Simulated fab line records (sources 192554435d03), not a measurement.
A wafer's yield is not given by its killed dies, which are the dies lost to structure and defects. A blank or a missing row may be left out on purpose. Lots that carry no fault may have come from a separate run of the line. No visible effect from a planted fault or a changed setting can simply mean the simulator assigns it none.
Split-lot experiment + flow n5Finfet + 21 wafers read from 7 lots, route of 1938 steps

## ON THE SPLIT
At N5_MOL_CONTACT_COAG_COAT_62 (time 60 s, resist thk 60 nm), the setting spinRpm was moved away from the recipe's 1500 rpm on 6 of the 21 wafers read, by +3.6% to +5.1%. For the rest of the wafers, this setting stayed at what the recipe calls for.

## FROM THE SPLIT TO THE READING: what the file shows between them, 9 steps
- N5_MOL_CONTACT_COAG_COAT_63: time 60 s, resist thk 10 nm
- N5_MOL_CONTACT_COAG_COAT_64: time 60 s, resist thk 10 nm
- N5_MOL_CONTACT_COAG_ALD_133: deposits SiO2, target thk 5 nm, pulse time 1 s, co reactant pulse time 1 s
- N5_MOL_CONTACT_COAG_ETCHBACK_134: etches SiO2 in CHF3, target depth 10 nm, time 6.7 s
- N5_MOL_CONTACT_COAG_ETCH_67: etches SOC in N2/H2, target depth 60 nm, overetch 21 nm, time 101.2 s
- N5_MOL_CONTACT_COAG_STRIP_68: strips in N2/H2
- N5_MOL_CONTACT_COAG_STRIP_69: strips in N2/H2
- N5_MOL_CONTACT_COAG_ETCHBACK_136: etches SiO2 in CHF3, target depth 25 nm, time 16.7 s
- N5_MOL_CONTACT_COAG_STRIP_120: strips in CHF3

## THE READING
SOC_of_MOL_CONTACT_COAG_COAT_62.thkNm (the simulator's own value, which no gauge read), in nm, at N5_MOL_CONTACT_COAG_VIA_ETCH_117 (etches SiO2 in C4F6/O2, target depth 40 nm, overetch 8 nm, time 26 s). No usual value for it is given in the file. Here, 15 wafers ran the recipe; their average is 51.5 nm with a standard deviation of 0.19 nm.

| wafer  | tool, chamber at the split | spinRpm as run, rpm | against the recipe | SOC_of_MOL_CONTACT_COAG_COAT_62.thkNm, nm | against lot-mates on the recipe |
|--------|----------------------------|---------------------|--------------------|-------------------------------------------|---------------------------------|
| L076.1 | lithoTrack-04, 0           | 1500                | recipe             | 51.2                                      | -                               |
| L076.2 | lithoTrack-04, 0           | 1576                | +5.1%              | 50                                        | -1.2                            |
| L076.4 | lithoTrack-04, 0           | 1576                | +5.1%              | 50                                        | -1.2                            |
| L079.2 | lithoTrack-04, 0           | 1500                | recipe             | 51.4                                      | -                               |
| L079.5 | lithoTrack-04, 0           | 1559                | +3.9%              | 50.6                                      | -0.8                            |
| L079.6 | lithoTrack-04, 0           | 1559                | +3.9%              | 50.2                                      | -1.2                            |
| L080.1 | lithoTrack-03, 0           | 1500                | recipe             | 51.6                                      | -                               |
| L080.4 | lithoTrack-03, 0           | 1554                | +3.6%              | 50.6                                      | -1.0                            |
| L080.6 | lithoTrack-03, 0           | 1554                | +3.6%              | 50.6                                      | -1.0                            |
| L092.4 | lithoTrack-02, 0           | 1500                | recipe             | 51.6                                      | -                               |
| L092.5 | lithoTrack-02, 0           | 1500                | recipe             | 51.6                                      | -                               |
| L092.6 | lithoTrack-02, 0           | 1500                | recipe             | 51.6                                      | -                               |
| L093.2 | lithoTrack-04, 0           | 1500                | recipe             | 51.8                                      | -                               |
| L093.3 | lithoTrack-04, 0           | 1500                | recipe             | 51.4                                      | -                               |
| L093.4 | lithoTrack-04, 0           | 1500                | recipe             | 51.4                                      | -                               |
| L094.4 | lithoTrack-04, 0           | 1500                | recipe             | 51.4                                      | -                               |
| L094.6 | lithoTrack-04, 0           | 1500                | recipe             | 51.4                                      | -                               |
| L094.5 | lithoTrack-04, 0           | 1500                | recipe             | 51.6                                      | -                               |
| L096.1 | lithoTrack-04, 0           | 1500                | recipe             | 51.6                                      | -                               |
| L096.2 | lithoTrack-04, 0           | 1500                | recipe             | 51.4                                      | -                               |
| L096.4 | lithoTrack-04, 0           | 1500                | recipe             | 52                                        | -                               |

THE FIT
A straight line over all 21 wafers: SOC_of_MOL_CONTACT_COAG_COAT_62.thkNm changes by -0.289 nm for each +1% of spinRpm; r = -0.95; the points scatter about the line by 0.18 nm.
The same after taking each lot's own level away (the mean of its wafers on the recipe; 21 wafers): -0.251 nm for each +1%; r = -0.96; scatter 0.15 nm.
According to that fit, moving spinRpm by its largest amount changes the reading by 1.3 nm.
The span of the lots' own levels, 51.20 to 51.67 nm, comes to 2.5 times the standard deviation stated above.
Hence the slope depends on the lot-to-lot level, as the two fits are not the same.
Check: -1.3 nm against its lot-mates is what the line predicts for one of the wafers moved furthest among these (+5.1%) when that wafer is left out of the fit. It came out at -1.2 nm against them.

## THE WHOLE CHAIN: every reading that the file lists as answering this split, in the file's order
| step                             | what it does                                                          | reading                                                                                | change (the file's fit)               | r (the file's) |
|----------------------------------|-----------------------------------------------------------------------|----------------------------------------------------------------------------------------|---------------------------------------|----------------|
| N5_MOL_CONTACT_COAG_COAT_62      | time 60 s, resist thk 60 nm                                           | SOC_of_MOL_CONTACT_COAG_COAT_62.thkNm (the simulator's own value, which no gauge read) | -0.268 nm for each +1% of the setting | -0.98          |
| N5_MOL_CONTACT_COAG_ETCH_67      | etches SOC in N2/H2, target depth 60 nm, overetch 21 nm, time 101.2 s | etch.depthNm (the simulator's own value, which no gauge read)                          | -0.274 nm for each +1% of the setting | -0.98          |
| N5_MOL_CONTACT_COAG_ETCHBACK_136 | etches SiO2 in CHF3, target depth 25 nm, time 16.7 s                  | SOC_of_MOL_CONTACT_COAG_COAT_62.thkNm (the simulator's own value, which no gauge read) | -0.259 nm for each +1% of the setting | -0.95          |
| N5_MOL_CONTACT_COAG_VIA_ETCH_117 | etches SiO2 in C4F6/O2, target depth 40 nm, overetch 8 nm, time 26 s  | SOC_of_MOL_CONTACT_COAG_COAT_62.thkNm (the simulator's own value, which no gauge read) | -0.252 nm for each +1% of the setting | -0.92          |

## THE FILE'S OWN FIT
SOC_of_MOL_CONTACT_COAG_COAT_62.thkNm changes by -0.252 nm for each +1% of spinRpm, r = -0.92.
